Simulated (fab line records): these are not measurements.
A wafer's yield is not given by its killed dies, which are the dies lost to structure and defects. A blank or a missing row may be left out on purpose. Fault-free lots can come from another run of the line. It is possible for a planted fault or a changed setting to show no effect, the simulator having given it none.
A lot that was struck, set against a sound lot ; flow n5_finfet ; 27 out of 1938 route steps
Sound: the wafers L290.2, L290.3, L290.5. Struck: wafers L297.2, L297.5, L297.6. Last of all comes the cause.
Order at every step that has rows: each side's tool, ch and its chambers, its first start. Under that, the readings that differ: sound wafers ; struck wafers ; difference of the means ; sigmas: that difference in standard deviations of wafers without a fault.
alike: a reading whose means differ by less than 2 such deviations, as well as words and numbers matching on both sides. not compared: withheld readings; readings where some wafer has no value; bounds like >300 that might hide an equal value; numbers whose values overlap and for which the record gives no deviation.
Wherever a step has rows on one side only, a row that says differs or no value, or a row with sigmas, the two part there. Numbers that don't overlap but have no deviation are shown without sigmas and don't part them. A reading that every wafer of one side lacks parts them only if that side has two wafers or more.

first, 1 step without rows for these wafers: N5_MIM_BOT_LITHO_HARDBAKE_09 (time 120 s).
N5_MIM_BOT_LITHO_CD_MEAS_08 targets a cd of 3000 nm.
  sound on cd_sem-01 ch 0, day 13 11:14; struck on cd_sem-01 ch 0, day 15 01:58
  alike: cd_nm
N5_MIM_BOT_LITHO_OVL_MEAS_11:
  sound on overlay-02 ch 0, day 13 11:16; struck on overlay-01 ch 0, day 15 02:00
  alike: MIM_BOT_OVL
N5_MIM_BOT_LITHO_INSPECT_12: inspects for defects (macro).
  sound on defect_inspect-02, day 13 11:17; struck on defect_inspect-02, day 15 02:02
  alike: raw_defect_count
N5_MIM_BOT_LITHO_DESCUM_10: chemistry O2, time 7.9 s.
  sound on rie_diel-03 ch 0,1,2, day 13 11:19; struck on rie_diel-03 ch 0,3, day 15 02:04
  alike: drypump_motor_current_A, oes_product_au, rf_vpp_V, showerhead_plenum_p_Torr, throttle_valve_pct
  not compared: rf_hours_counter_h
then, 1 step without rows for these wafers: N5_MIM_BOT_ETCH_ETCH_04 (etches SiNx in CF4/O2, target depth 26 nm, time 13 s).
N5_MIM_BOT_ETCH_ETCH_03: etches the open film in Cl2/BCl3, target depth 12 nm.
  sound on rie_metal-03 ch 0,1, day 13 11:29; struck on rie_metal-01 ch 0,1, day 15 02:13
  alike: drypump_motor_current_A, oes_product_au, throttle_valve_pct
  not compared: rf_hours_counter_h
then, 1 step without rows for these wafers: N5_MIM_BOT_ETCH_ETCH_00 (etches TiN in Cl2/BCl3, target depth 45.5 nm).
N5_MIM_BOT_ETCH_STRIP_01: strips in O2.
  sound on rie_diel-04 ch 0,1,2, day 13 11:50; struck on rie_diel-06 ch 2,3, day 15 02:26
reading;sound;struck;difference;sigmas
rf_vpp_V (V);0.7 2.6 0.9;4.8 4.0 5.0;+3.2;+2
  alike: drypump_motor_current_A, oes_product_au, showerhead_plenum_p_Torr, throttle_valve_pct
  not compared: rf_hours_counter_h
then, 3 steps without rows for these wafers: N5_MIM_BOT_ETCH_STRIP_02 (strips in post etch residue remover, time 1200 s); N5_MIM_BOT_ETCH_CLEAN_05 (cleans in IPA, time 180 s); N5_MIM_BOT_ETCH_SRD_06 (time 30 s).
N5_PASSIVATION_PECVD_55: deposits SiO2 from SiH4/N2O, target thk 400 nm, time 22.5 s.
  sound on pecvd-01 ch 0,1, day 13 12:20; struck on pecvd-04 ch 0,1, day 15 03:21
  alike: heater_power_w, showerhead_plenum_p_Torr, throttle_valve_pct
N5_PASSIVATION_PECVD_01: deposits SiNx from SiH4/NH3/N2, target thk 200 nm, time 43.2 s.
  sound on pecvd-01 ch 0,1, day 13 12:23; struck on pecvd-04 ch 0,1, day 15 03:23
  alike: heater_power_w, showerhead_plenum_p_Torr, throttle_valve_pct
then, 8 steps without rows for these wafers: N5_PASSIVATION_HMDS_03 (time 60 s); N5_PASSIVATION_COAT_04; N5_PASSIVATION_EBR_06; N5_PASSIVATION_SOFTBAKE_05 (time 90 s); N5_PASSIVATION_EXPOSE_07 (exposes mask TV, defocus 0 nm, target cd 3000 nm); N5_PASSIVATION_PEB_08; N5_PASSIVATION_DEVELOP_09 (develop time 60 s); N5_PASSIVATION_HARDBAKE_11 (time 120 s).
N5_PASSIVATION_CD_MEAS_10 targets a cd of 3000 nm.
  sound on cd_sem-03 ch 0, day 13 14:46; struck on cd_sem-01 ch 0, day 15 03:58
  alike: cd_nm
N5_PASSIVATION_OVL_MEAS_60:
  sound on overlay-01 ch 0, day 13 14:47; struck on overlay-01 ch 0, day 15 03:59
  alike: TV_OVL
N5_PASSIVATION_INSPECT_61: inspects for defects (macro).
  sound on defect_inspect-02, day 13 14:49; struck on defect_inspect-01, day 15 04:01
reading;sound;struck;difference;sigmas
raw_defect_count;1 2 3;>300 >300 >300;differs;
N5_PASSIVATION_DESCUM_12: chemistry O2, time 7.9 s.
  sound on rie_diel-01 ch 0,1,2, day 13 14:50; struck on rie_diel-05 ch 0,1, day 15 04:04
  alike: drypump_motor_current_A, oes_product_au, rf_vpp_V, showerhead_plenum_p_Torr, throttle_valve_pct
  not compared: rf_hours_counter_h
N5_PASSIVATION_PROBE_49:
  sound on prober-02, day 13 22:30; struck on prober-02, day 15 11:23
reading;sound;struck;difference;sigmas
defect_limited_yield (%);91.8 93.4 92.5;85.3 78.7 84.7;-9.7;-7
killed_at_other;0 3 4;93 176 87;+116;+39
killed_dies;97 78 88;174 251 181;+114;+8
sort_bin_5_function (%);5.3 4.0 4.4;7.8 11.7 8.7;+4.8;+5
sort_bin_6_memory (%);2.2 2.3 2.9;3.9 4.8 3.9;+1.7;+3
sort_n_pass;1083 1102 1092;1006 929 999;-114;-8
sort_yield_pct (%);91.8 93.4 92.5;85.3 78.7 84.7;-9.7;-7
  alike: killed_at_M0_to_M3, killed_at_M4_up, killed_at_contacts, killed_at_front_end, killed_open, killed_short, sort_bin_8_speed

== WHERE THEY PART ==
Last at N5_PASSIVATION_PROBE_49 as far as this record goes, first at N5_MIM_BOT_ETCH_STRIP_01.

WHY: the cause the simulator had injected
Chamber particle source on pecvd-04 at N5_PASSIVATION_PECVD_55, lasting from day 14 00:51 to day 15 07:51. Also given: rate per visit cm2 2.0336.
